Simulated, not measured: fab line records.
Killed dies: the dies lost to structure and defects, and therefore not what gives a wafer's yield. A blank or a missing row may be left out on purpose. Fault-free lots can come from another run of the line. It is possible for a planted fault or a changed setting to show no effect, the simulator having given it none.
Matching of chambers || flow n5-finfet || N5_DUMMY_GATE_HM_OPEN_21 on rie-diel-05 has 4 sister chambers
The step chemistry CH3F/O2, target SiNx, target depth 120 nm, time 171.4 s. 16 wafers are shown with their chamber, then 8 later ones without.

== WAFERS, EACH WITH ITS CHAMBER ==
{"wafer": "L076.1", "chamber": 0, "showerhead-plenum-p-Torr (Torr)": 2.07, "oes-product-au (a.u.)": 0.98, "throttle-valve-pct (%)": 15.86}
{"wafer": "L076.3", "chamber": 1, "showerhead-plenum-p-Torr (Torr)": 1.93, "oes-product-au (a.u.)": 0.70, "throttle-valve-pct (%)": 16.40}
{"wafer": "L076.4", "chamber": 3, "showerhead-plenum-p-Torr (Torr)": 1.99, "oes-product-au (a.u.)": 0.70, "throttle-valve-pct (%)": 16.21}
{"wafer": "L079.2", "chamber": 0, "showerhead-plenum-p-Torr (Torr)": 2.07, "oes-product-au (a.u.)": 0.96, "throttle-valve-pct (%)": 15.86}
{"wafer": "L079.3", "chamber": 2, "showerhead-plenum-p-Torr (Torr)": 2.09, "oes-product-au (a.u.)": 0.69, "throttle-valve-pct (%)": 16.18}
{"wafer": "L079.5", "chamber": 3, "showerhead-plenum-p-Torr (Torr)": 1.99, "oes-product-au (a.u.)": 0.70, "throttle-valve-pct (%)": 16.19}
{"wafer": "L082.1", "chamber": 1, "showerhead-plenum-p-Torr (Torr)": 1.92, "oes-product-au (a.u.)": 0.70, "throttle-valve-pct (%)": 16.43}
{"wafer": "L082.4", "chamber": 0, "showerhead-plenum-p-Torr (Torr)": 2.06, "oes-product-au (a.u.)": 0.95, "throttle-valve-pct (%)": 15.89}
{"wafer": "L082.6", "chamber": 1, "showerhead-plenum-p-Torr (Torr)": 1.92, "oes-product-au (a.u.)": 0.70, "throttle-valve-pct (%)": 16.44}
{"wafer": "L083.1", "chamber": 2, "showerhead-plenum-p-Torr (Torr)": 2.08, "oes-product-au (a.u.)": 0.68, "throttle-valve-pct (%)": 16.20}
{"wafer": "L083.2", "chamber": 1, "showerhead-plenum-p-Torr (Torr)": 1.92, "oes-product-au (a.u.)": 0.69, "throttle-valve-pct (%)": 16.42}
{"wafer": "L083.5", "chamber": 0, "showerhead-plenum-p-Torr (Torr)": 2.06, "oes-product-au (a.u.)": 0.94, "throttle-valve-pct (%)": 15.88}
{"wafer": "L086.1", "chamber": 1, "showerhead-plenum-p-Torr (Torr)": 1.92, "oes-product-au (a.u.)": 0.69, "throttle-valve-pct (%)": 16.45}
{"wafer": "L086.3", "chamber": 0, "showerhead-plenum-p-Torr (Torr)": 2.06, "oes-product-au (a.u.)": 0.93, "throttle-valve-pct (%)": 15.90}
{"wafer": "L086.4", "chamber": 3, "showerhead-plenum-p-Torr (Torr)": 1.99, "oes-product-au (a.u.)": 0.69, "throttle-valve-pct (%)": 16.23}
{"wafer": "L087.3", "chamber": 1, "showerhead-plenum-p-Torr (Torr)": 1.92, "oes-product-au (a.u.)": 0.69, "throttle-valve-pct (%)": 16.45}

SIGNATURES (averages over the wafers above)
{"reading": "showerhead-plenum-p-Torr", "chamber 0": 2.0640, "chamber 1": 1.9217, "chamber 2": 2.0850, "chamber 3": 1.9900, "scatter within a chamber": 0.00459}
{"reading": "oes-product-au", "chamber 0": 0.9520, "chamber 1": 0.6950, "chamber 2": 0.6850, "chamber 3": 0.6967, "scatter within a chamber": 0.0121}
{"reading": "throttle-valve-pct", "chamber 0": 15.8780, "chamber 1": 16.4317, "chamber 2": 16.1900, "chamber 3": 16.2100, "scatter within a chamber": 0.0186}
Rule: for a wafer and a chamber, the distance is found by dividing, reading by reading, the gap between the wafer's reading and the chamber's mean by the reading's scatter, squaring, summing and taking the root. The wafer belongs to the nearest chamber; if the next one is less than 2 further off, it can't be placed. The scatter is the square root of a quotient: the sum, over the shown wafers, of each reading's squared deviation from its chamber's mean, divided by wafers minus chambers.

== WAFERS WITHOUT THEIR CHAMBER ==
{"wafer": "L087.4", "showerhead-plenum-p-Torr (Torr)": 1.98, "oes-product-au (a.u.)": 0.69, "throttle-valve-pct (%)": 16.23}
{"wafer": "L087.6", "showerhead-plenum-p-Torr (Torr)": 2.06, "oes-product-au (a.u.)": 0.91, "throttle-valve-pct (%)": 15.88}
{"wafer": "L090.3", "showerhead-plenum-p-Torr (Torr)": 2.08, "oes-product-au (a.u.)": 0.67, "throttle-valve-pct (%)": 16.24}
{"wafer": "L090.5", "showerhead-plenum-p-Torr (Torr)": 2.08, "oes-product-au (a.u.)": 0.67, "throttle-valve-pct (%)": 16.23}
{"wafer": "L090.6", "showerhead-plenum-p-Torr (Torr)": 1.92, "oes-product-au (a.u.)": 0.69, "throttle-valve-pct (%)": 16.47}
{"wafer": "L095.1", "showerhead-plenum-p-Torr (Torr)": 2.08, "oes-product-au (a.u.)": 0.67, "throttle-valve-pct (%)": 16.24}
{"wafer": "L095.5", "showerhead-plenum-p-Torr (Torr)": 1.98, "oes-product-au (a.u.)": 0.68, "throttle-valve-pct (%)": 16.26}
{"wafer": "L095.6", "showerhead-plenum-p-Torr (Torr)": 2.08, "oes-product-au (a.u.)": 0.66, "throttle-valve-pct (%)": 16.23}

== THE CHAMBER EACH PASSED THROUGH ==
{"wafer": "L087.4", "from the rows above": 3, "in truth": 3}
{"wafer": "L087.6", "from the rows above": 0, "in truth": 0}
{"wafer": "L090.3", "from the rows above": 2, "in truth": 2}
{"wafer": "L090.5", "from the rows above": 2, "in truth": 2}
{"wafer": "L090.6", "from the rows above": 1, "in truth": 1}
{"wafer": "L095.1", "from the rows above": 2, "in truth": 2}
{"wafer": "L095.5", "from the rows above": 3, "in truth": 3}
{"wafer": "L095.6", "from the rows above": 2, "in truth": 2}
Correctly placed: 8 of 8. Not placeable from these rows: 0. Wrongly placed: 0.
